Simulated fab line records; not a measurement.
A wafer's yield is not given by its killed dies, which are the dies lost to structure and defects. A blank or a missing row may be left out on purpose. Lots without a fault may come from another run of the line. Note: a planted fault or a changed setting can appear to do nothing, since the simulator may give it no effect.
Split-lot experiment    flow n5Finfet    21 wafers read from 7 lots, route of 1938 steps

SPLIT DETAILS
At N5_FIN_SAQP_FIN_ETCH_36 (etches the open film in HBr/Cl2/O2, target depth 120 nm, time 50.4 s), the setting biasW was moved away from the recipe's 102 W on 7 of the 21 wafers read, by -16.8% to -12.2%. All remaining wafers had this setting at the recipe value.

The split's own step is where the reading is taken.

THE READING
SiNx_of_FIN_SAQP_HM_DEP_03.thkNm (the simulator's own value, which no gauge read), in nm, at N5_FIN_SAQP_FIN_ETCH_36 (etches the open film in HBr/Cl2/O2, target depth 120 nm, time 50.4 s). There is no usual value for it anywhere in the file. Here, 14 wafers ran the recipe; their average is 21.1 nm with a standard deviation of 0.26 nm.

wafer   tool, chamber at the split  biasW as run, W  against the recipe  SiNx_of_FIN_SAQP_HM_DEP_03.thkNm, nm  against lot-mates on the recipe
L075.1  rieSi-04, 3                 102              recipe              21.6                                  -
L075.2  rieSi-04, 0,1               102              recipe              21.2                                  -
L075.3  rieSi-04, 0,1               102              recipe              21.2                                  -
L076.3  rieSi-04, 2                 102              recipe              20.8                                  -
L076.4  rieSi-04, 3,1               102              recipe              21.4                                  -
L076.6  rieSi-04, 3,1               102              recipe              21.4                                  -
L081.1  rieSi-03, 3                 102              recipe              21                                    -
L081.2  rieSi-03, 2,1               102              recipe              20.8                                  -
L081.3  rieSi-03, 2,1               102              recipe              20.8                                  -
L083.1  rieSi-04, 1,2               102              recipe              21.2                                  -
L083.3  rieSi-04, 1,2               102              recipe              21.2                                  -
L083.2  rieSi-04, 3                 102              recipe              21                                    -
L086.3  rieSi-03, 3                 102              recipe              20.8                                  -
L086.4  rieSi-03, 1                 89.59            -12.2%              22.8                                  +2.0
L086.6  rieSi-03, 0                 89.59            -12.2%              22.4                                  +1.6
L089.1  rieSi-04, 3                 84.85            -16.8%              22                                    +1.2
L089.3  rieSi-04, 1                 102              recipe              20.8                                  -
L089.4  rieSi-04, 3                 84.85            -16.8%              22.6                                  +1.8
L090.4  rieSi-02, 0                 89.19            -12.6%              22.8                                  no lot-mate on the recipe
L090.5  rieSi-02, 3                 89.19            -12.6%              22.4                                  no lot-mate on the recipe
L090.6  rieSi-02, 1                 89.19            -12.6%              23                                    no lot-mate on the recipe
When a row names more than one chamber, that row covers several wafers, and the file does not tell which wafer ran in which chamber.

THE FIT
A straight line over all 21 wafers: SiNx_of_FIN_SAQP_HM_DEP_03.thkNm changes by -0.103 nm for each +1% of biasW; r = -0.89; the points scatter about the line by 0.36 nm.
The same after taking each lot's own level away (the mean of its wafers on the recipe; 18 wafers): -0.108 nm for each +1%; r = -0.93; scatter 0.29 nm.
That fit puts the effect of the largest move of biasW on the reading at 1.8 nm.
The span of the lots' own levels, 20.80 to 21.33 nm, comes to 2.1 times the standard deviation stated above.
The two slopes agree, so the slope changes little with the lot-to-lot level.
Check: for one of the wafers moved furthest among these (-16.8%), held out of the fit, the line's prediction against its lot-mates is +2.15 nm. It came out at +1.2 nm against them.

THESE WAFERS: OTHER SPLITS
Note: prior to the reading, these wafers also went through further splits. Each is held against what the fit with the lots' levels taken away leaves over:
other split on the same wafers       wafers away from the commonest value  r with SiNx_of_FIN_SAQP_HM_DEP_03.thkNm (lot level and that fit taken away)
N5_WELL_APT_PEB_06 pebTimeS          8                                     -0.25
N5_FIN_SAQP_PEB_14 pebTimeS          3                                     -0.08
N5_FIN_SAQP_DEVELOP_15 developTimeS  5                                     -0.18

THE FILE'S OWN FIT
SiNx_of_FIN_SAQP_HM_DEP_03.thkNm changes by -0.109 nm for each +1% of biasW, r = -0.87.
